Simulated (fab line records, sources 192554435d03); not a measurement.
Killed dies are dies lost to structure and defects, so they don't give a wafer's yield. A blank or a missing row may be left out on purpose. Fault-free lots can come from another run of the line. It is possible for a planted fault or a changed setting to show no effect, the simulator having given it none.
fab line records ; flow n5_finfet ; part 2 of 2: steps 24 to 28 of 28
[record] lots = 5; wafers = 15; last_day = 17
route steps=1938 shown BEOL_M7@1325 BEOL_M8@1332
lots untouched by any fault: they come from a run of this same line in which no faults occurred
start_h: hours from the record's first day to the start of the lot's first wafer shown ; wait_h: hours elapsed since this lot's preceding step ; " unchanged from the row above ; L1.1+2: a single row standing in for several wafers ; - no value, or no start given ; * or withheld: withheld ; < > ~ a bound
route shown NAME@n: a module of which the file shows steps, and the number in the route of the first ; usual: mean and standard deviation over wafers with no fault ; same: alike in all rows ; chamber/n: place in a boat ; sites: each site's reading ; _std_site: their standard deviation ; _edge_site: inner sites' mean taken away from outer sites' mean ; radius_mm: for every site, how far away it sits from the centre of the wafer ; mask NAME#n: copy n ; behind: the most recent tool/chamber to have shaped the wafer ; hold: reason for holding the lot/hours on hold/outcome of the hold ; device: names the non-switching transistor (n, p or np) ; end of line: tests of these same wafers at the route's end ; a step with no rows: only its recipe ; killed: not the wafer's yield, but the dies lost to structure and defects at the first sort ; map: per-die view of a wafer (x killed, . not killed, _ where there is no die)
set.NAME: the setting as run; set.NAME@STEP: as run at that earlier step ; model.NAME: the simulator's own value behind a step, which no gauge read
a table for each step, a row for each wafer; lots at some steps of the route
services: a tool's chamber out of use, with start hour (start_h, from the record's first day; less than 0 if before it), hours out, and reason
[[steps]]
[step N5_BEOL_M8_DESCUM_16]
[recipe] chemistry = O2; time_s = 7.9; source_power_w = 50; bias_power_w = 20; pressure_mtorr = 20; rf_frequency_hz = 2.712e+07; temp_c = 40; resist = CAR-ArF; o2_flow_sccm = 225
[usual] chamber_pressure_mTorr = 19.999/0.018; drypump_motor_current_A = 5.5/0.38; oes_product_au = 0.80/0.07; rf_vpp_V = 243.1/1.3; showerhead_plenum_p_Torr = 2.09/0.07; temp_c = 40.00/0.11; throttle_valve_pct = 20.4/0.3
lot.wafer;tool;chamber;start_h;wait_h;chamber_pressure_mTorr;drypump_motor_current_A;oes_product_au;rf_hours_counter_h;rf_vpp_V;showerhead_plenum_p_Torr;temp_c;throttle_valve_pct
L079.1;rie_diel-06;1;236.06;0.0;20.010;5.3;0.74;154;242.6;2.00;39.96;20.8
L079.4;rie_diel-06;1;236.06;0.0;20.013;5.3;0.74;-;242.2;2.01;39.95;20.8
L079.5;rie_diel-06;2;236.06;0.0;19.990;5.0;0.79;-;241.1;2.01;39.87;20.5
L084.2;rie_diel-04;2;254.61;0.0;19.972;5.6;0.82;74;242.8;2.11;39.99;19.9
L084.3;rie_diel-04;0;254.61;0.0;19.987;5.4;0.79;90;245.1;2.22;40.04;20.8
L084.4;rie_diel-04;3;254.61;0.0;19.987;5.5;0.85;61;243.1;2.12;40.19;20.0
L083.1;rie_diel-03;0;258.19;0.0;19.945;5.1;0.82;73;242.2;2.04;40.01;20.5
L083.2;rie_diel-03;1;258.19;0.0;19.999;5.6;0.93;11;243.3;2.06;40.11;20.2
L083.6;rie_diel-03;0;258.19;0.0;20.006;5.1;0.83;-;242.9;2.04;40.04;20.6
L087.1;rie_diel-03;3;286.62;0.0;19.978;5.7;0.89;39;242.6;2.13;39.90;20.6
L087.4;rie_diel-03;1;286.62;0.0;20.006;5.6;0.91;-;241.8;2.06;40.11;20.2
L087.6;rie_diel-03;3;286.62;0.0;19.995;5.7;0.89;-;244.2;2.13;40.01;20.6
L094.2;rie_diel-04;0;321.65;0.0;19.955;5.4;0.77;112;245.2;2.21;40.09;20.9
L094.3;rie_diel-04;3;321.65;0.0;20.004;5.5;0.82;84;244.3;2.11;40.21;20.0
L094.6;rie_diel-04;1;321.65;0.0;20.015;5.7;0.86;-;243.7;2.13;40.09;20.3
[step N5_BEOL_M8_ETCH_61]
[recipe] chemistry = CF4; target = SiARC; target_depth_a = 455; mask_material = CAR-ArF; time_s = 75.8; ion_energy_ev = 80; pressure_mtorr = 40; source_w = 545; bias_w = 36; Ar_flow_sccm = 100; cf4_flow_sccm = 100; ends = cleared
[usual] chamber_pressure_mTorr = 40.00/0.044; drypump_motor_current_A = 5.5/0.38; etch_rf_on_time_s = 75.6/1; oes_product_au = 0.69/0.058; rf_vpp_V = 184.1/1.2; showerhead_plenum_p_Torr = 2.14/0.065; throttle_valve_pct = 15.62/0.28
lot.wafer;tool;chamber;start_h;wait_h;chamber_pressure_mTorr;drypump_motor_current_A;etch_rf_on_time_s;oes_product_au;rf_hours_counter_h;rf_vpp_V;showerhead_plenum_p_Torr;throttle_valve_pct
L079.1;rie_diel-06;1;236.09;0.0;39.97;5.3;74.5;0.64;154;183.6;2.05;15.91
L079.4;rie_diel-06;1;236.09;0.0;39.92;5.3;74.6;0.64;-;182.1;2.05;15.92
L079.5;rie_diel-06;2;236.09;0.0;40.05;5.0;75.9;0.68;-;183.0;2.08;15.81
L084.2;rie_diel-04;2;254.65;0.0;40.00;5.7;75.9;0.70;74;185.0;2.17;15.15
L084.3;rie_diel-04;0;254.65;0.0;39.92;5.4;75.4;0.68;90;184.3;2.24;15.83
L084.4;rie_diel-04;3;254.65;0.0;40.00;5.5;74.0;0.74;61;184.3;2.17;15.15
L083.1;rie_diel-03;0;258.22;0.0;40.01;5.0;77.2;0.70;73;183.6;2.09;15.65
L083.2;rie_diel-03;1;258.22;0.0;39.99;5.5;76.8;0.78;11;183.5;2.11;15.28
L083.6;rie_diel-03;0;258.22;0.0;40.10;5.1;76.3;0.71;-;183.5;2.09;15.66
L087.1;rie_diel-03;3;286.65;0.0;39.99;5.7;76.6;0.76;39;185.9;2.18;15.78
L087.4;rie_diel-03;1;286.65;0.0;40.03;5.6;77.3;0.76;-;183.2;2.10;15.30
L087.6;rie_diel-03;3;286.65;0.0;40.05;5.7;75.8;0.76;-;184.0;2.18;15.78
L094.2;rie_diel-04;0;321.68;0.0;40.04;5.4;74.5;0.66;112;186.0;2.23;15.86
L094.3;rie_diel-04;3;321.68;0.0;39.94;5.5;74.0;0.72;84;182.8;2.16;15.21
L094.6;rie_diel-04;1;321.68;0.0;40.04;5.7;75.1;0.73;-;184.6;2.18;15.46
[step N5_BEOL_M8_ETCH_62]
[recipe] chemistry = N2/H2; target = SOC; target_depth_a = 1100; overetch_a = 220; mask_material = SiARC; temp_c = 40; time_s = 165; ion_energy_ev = 200; pressure_mtorr = 30; source_w = 840; bias_w = 150; n2_flow_sccm = 200; h2_flow_sccm = 200
[usual] chamber_pressure_mTorr = 30.002/0.026; drypump_motor_current_A = 5.5/0.38; h2_flow_sccm = 199.9/0.55; oes_product_au = 0.68/0.056; rf_vpp_V = 523.8/2.4; showerhead_plenum_p_Torr = 2.54/0.083; temp_c = 40.01/0.11; throttle_valve_pct = 17.8/0.32
lot.wafer;tool;chamber;start_h;wait_h;chamber_pressure_mTorr;drypump_motor_current_A;h2_flow_sccm;oes_product_au;rf_hours_counter_h;rf_vpp_V;showerhead_plenum_p_Torr;temp_c;throttle_valve_pct
L079.1;rie_diel-06;1;236.15;0.0;29.958;5.3;199.4;0.63;154;522.2;2.45;40.02;18.2
L079.4;rie_diel-06;1;236.15;0.0;30.024;5.4;199.9;0.64;-;519.8;2.45;39.92;18.2
L079.5;rie_diel-06;2;236.15;0.0;29.999;5.0;199.7;0.67;-;522.0;2.46;40.11;18.0
L084.2;rie_diel-04;2;254.70;0.0;30.027;5.7;199.4;0.69;74;524.8;2.58;40.10;17.4
L084.3;rie_diel-04;0;254.70;0.0;29.974;5.4;199.5;0.67;90;526.8;2.69;40.03;18.2
L084.4;rie_diel-04;3;254.70;0.0;30.007;5.5;199.5;0.72;62;524.3;2.58;39.93;17.3
L083.1;rie_diel-03;0;258.28;0.0;29.997;5.1;200.1;0.70;73;522.0;2.47;40.06;17.8
L083.2;rie_diel-03;1;258.28;0.0;29.988;5.6;198.9;0.77;11;523.5;2.49;39.91;17.5
L083.6;rie_diel-03;0;258.28;0.0;30.017;5.1;199.6;0.70;-;520.2;2.47;39.95;17.8
L087.1;rie_diel-03;3;286.71;0.0;30.014;5.7;200.1;0.76;39;524.5;2.60;40.01;18.1
L087.4;rie_diel-03;1;286.71;0.0;30.010;5.6;200.3;0.76;-;523.6;2.49;39.96;17.5
L087.6;rie_diel-03;3;286.71;0.0;29.999;5.7;200.5;0.75;-;525.4;2.60;40.19;18.1
L094.2;rie_diel-04;0;321.74;0.0;29.998;5.4;200.5;0.65;112;525.9;2.68;40.11;18.2
L094.3;rie_diel-04;3;321.74;0.0;30.002;5.5;200.0;0.69;84;525.4;2.57;40.09;17.3
L094.6;rie_diel-04;1;321.74;0.0;29.984;5.7;200.1;0.72;-;525.4;2.58;40.06;17.7
[step N5_BEOL_M8_STRIP_68]
[recipe] chemistry = N2/H2; temp_c = 40; n2_flow_sccm = 200; h2_flow_sccm = 200; rf_frequency_hz = 6e+07
lot.wafer;tool;chamber;start_h;wait_h
L079.1+4+5;rie_diel-06;1,1,2;236.29;0.1
L084.2+3+4;rie_diel-04;2,0,3;254.84;0.1
L083.1+2+6;rie_diel-03;0,1,0;258.41;0.1
L087.1+4+6;rie_diel-03;3,1,3;286.85;0.1
L094.2+3+6;rie_diel-04;0,3,1;321.87;0.1
[step N5_BEOL_M8_STRIP_67]
[recipe] chemistry = CF4; resist = SiARC; power_w = 300; bias_power_w = 75; pressure_mtorr = 50; cf4_flow_sccm = 150; rf_frequency_hz = 6e+07
[usual] chamber_pressure_mTorr = 50.00/0.048; drypump_motor_current_A = 5.5/0.37; oes_product_au = 0.80/0.066; rf_vpp_V = 271.3/1.5; showerhead_plenum_p_Torr = 1.79/0.054; throttle_valve_pct = 13.58/0.28
lot.wafer;tool;chamber;start_h;wait_h;chamber_pressure_mTorr;drypump_motor_current_A;oes_product_au;rf_hours_counter_h;rf_vpp_V;showerhead_plenum_p_Torr;throttle_valve_pct
L079.1;rie_diel-06;1;236.30;0.0;49.98;5.3;0.73;154;269.7;1.72;13.91
L079.4;rie_diel-06;1;236.30;0.0;50.00;5.3;0.74;-;271.0;1.72;13.89
L079.5;rie_diel-06;2;236.30;0.0;50.02;5.0;0.80;-;270.1;1.74;13.76
L084.2;rie_diel-04;2;254.85;0.0;49.96;5.7;0.82;74;271.6;1.81;13.13
L084.3;rie_diel-04;0;254.85;0.0;49.95;5.4;0.79;90;272.6;1.88;13.74
L084.4;rie_diel-04;3;254.85;0.0;49.96;5.5;0.85;62;273.3;1.82;13.14
L083.1;rie_diel-03;0;258.42;0.0;50.00;5.0;0.84;73;271.2;1.75;13.61
L083.2;rie_diel-03;1;258.42;0.0;50.04;5.5;0.92;11;270.4;1.76;13.19
L083.6;rie_diel-03;0;258.42;0.0;50.05;5.0;0.83;-;271.0;1.75;13.60
L087.1;rie_diel-03;3;286.86;0.0;50.01;5.7;0.89;39;271.4;1.83;13.72
L087.4;rie_diel-03;1;286.86;0.0;49.97;5.6;0.89;-;270.5;1.76;13.23
L087.6;rie_diel-03;3;286.86;0.0;50.01;5.7;0.89;-;269.6;1.83;13.71
L094.2;rie_diel-04;0;321.88;0.0;50.00;5.4;0.77;112;272.0;1.87;13.81
L094.3;rie_diel-04;3;321.88;0.0;50.00;5.5;0.82;84;272.5;1.81;13.18
L094.6;rie_diel-04;1;321.88;0.0;49.98;5.8;0.85;-;272.6;1.82;13.39
[[services]]
tool;chamber;start_h;hours;kind
arfi_scanner-03;-;209.21;17.3;pm
arfi_scanner-02;-;219.59;4.9;pm
cmp-03;-;220.46;0.3;repair
rie_diel-06;3;226.21;11.0;repair
cmp-03;-;226.68;4.0;pm
cmp-01;-;230.12;0.3;repair
uv_cure-01;-;233.67;7.5;pm
pecvd-01;2;234.74;4.8;repair
arfi_scanner-02;-;238.72;6.0;pm
cmp-03;-;240.87;2.0;repair
uv_cure-03;-;241.28;22.2;pm
pecvd-02;0;253.33;6.3;repair
pecvd-04;0;254.36;4.9;repair
rie_diel-03;2;276.78;12.1;repair
cmp-01;-;277.20;1.9;repair
arfi_scanner-02;-;289.75;0.8;pm
cmp-01;-;292.69;1.4;repair
arfi_scanner-03;-;296.35;1.8;repair
cmp-01;-;298.24;4.0;pm
arfi_scanner-03;-;300.48;1.3;pm
arfi_scanner-02;-;303.79;1.0;pm
cmp-03;-;304.46;4.4;repair
pecvd-01;-;310.45;1.7;repair
cmp-01;-;314.04;0.4;repair
